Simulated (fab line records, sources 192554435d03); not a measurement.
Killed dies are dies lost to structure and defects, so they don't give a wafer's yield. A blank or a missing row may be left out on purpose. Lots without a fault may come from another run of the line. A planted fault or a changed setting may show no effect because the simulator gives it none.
Split-lot experiment | flow n5_finfet | 7 lots, 21 wafers read, on a route of 1938 steps

THE SPLIT
At N5_PASSIVATION_EXPOSE_41 (exposes mask PASS OPEN, defocus 0 nm, target cd 40000 nm), the setting dose_mj was moved away from the recipe's 57.25 on 6 of the 21 wafers read, by -5.4% to +4.5%. The other wafers ran this setting at the recipe's value.

FROM THE SPLIT TO THE READING: what the file shows between them, 3 steps
- N5_PASSIVATION_PEB_42
- N5_PASSIVATION_DEVELOP_43: develop time 60 s
- N5_PASSIVATION_HARDBAKE_45: time 120 s

THE READING
cd_nm, in nm, at N5_PASSIVATION_CD_MEAS_44 (target cd 40000 nm). Fault-free wafers of this fab line usually give 40000 nm, standard deviation 2.7 nm.

wafer  | tool, chamber at the split | dose_mj as run | against the recipe | cd_nm, nm | against lot-mates on the recipe
L078.4 | krf_scanner-01, 0          | 57.25          | recipe             | 39998     | -
L078.5 | krf_scanner-01, 0          | 57.25          | recipe             | 39999     | -
L078.6 | krf_scanner-01, 0          | 57.25          | recipe             | 40003     | -
L080.3 | krf_scanner-01, 0          | 57.25          | recipe             | 40001     | -
L080.4 | krf_scanner-01, 0          | 57.25          | recipe             | 39998     | -
L080.5 | krf_scanner-01, 0          | 57.25          | recipe             | 39998     | -
L081.1 | krf_scanner-02, 0          | 57.25          | recipe             | 40003     | -
L081.2 | krf_scanner-02, 0          | 54.54          | -4.7%              | 39986     | -17
L081.5 | krf_scanner-02, 0          | 54.54          | -4.7%              | 39987     | -16
L084.1 | krf_scanner-02, 0          | 54.15          | -5.4%              | 39978     | -24
L084.4 | krf_scanner-02, 0          | 57.25          | recipe             | 40002     | -
L084.5 | krf_scanner-02, 0          | 54.15          | -5.4%              | 39980     | -22
L093.1 | krf_scanner-02, 0          | 57.25          | recipe             | 40000     | -
L093.3 | krf_scanner-02, 0          | 59.84          | +4.5%              | 40021     | +21
L093.6 | krf_scanner-02, 0          | 59.84          | +4.5%              | 40019     | +19
L096.3 | krf_scanner-01, 0          | 57.25          | recipe             | 40001     | -
L096.4 | krf_scanner-01, 0          | 57.25          | recipe             | 40001     | -
L096.5 | krf_scanner-01, 0          | 57.25          | recipe             | 40002     | -
L097.1 | krf_scanner-01, 0          | 57.25          | recipe             | 39996     | -
L097.3 | krf_scanner-01, 0          | 57.25          | recipe             | 40000     | -
L097.6 | krf_scanner-01, 0          | 57.25          | recipe             | 40002     | -

THE FIT
A straight line over all 21 wafers: cd_nm changes by +3.78 nm for each +1% of dose_mj; r = +0.97; the points scatter about the line by 2.4 nm.
The same after taking each lot's own level away (the mean of its wafers on the recipe; 21 wafers): +4.09 nm for each +1%; r = +0.99; scatter 1.8 nm.
On that fit, the largest move of dose_mj shifts the reading by 22 nm.
The lots' own levels span 39999.0 to 40003.0 nm, that is 1.5 times the standard deviation above.
So the lot-to-lot level changes the slope little: the two slopes agree.
Check: with one of the wafers moved furthest among these (-5.4%) left out of the fit, the line predicts -21.2 nm for it against its lot-mates. It came out at -24 nm against them.

OTHER SPLITS ON THESE WAFERS
These wafers also went through other splits before the reading. Each is held against what the fit with the lots' levels taken away leaves over:
other split on the same wafers   | wafers away from the commonest value | r with cd_nm (lot level and that fit taken away)
N5_BEOL_M13_COAT_58 spin_rpm     | 9                                    | +0.41
N5_BEOL_M13_SPUTTER_43 time_s    | 10                                   | -0.22
N5_BEOL_M14_SPUTTER_43 power_w   | 9                                    | -0.11
N5_BEOL_M14_DEP_53 time_s        | 8                                    | +0.25
N5_MIM_TOP_ALD_01 ald_cycles     | 5                                    | -0.07
N5_PASSIVATION_EXPOSE_27 dose_mj | 5                                    | +0.03

THE FILE'S OWN FIT
cd_nm changes by +4.07 nm for each +1% of dose_mj, r = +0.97.
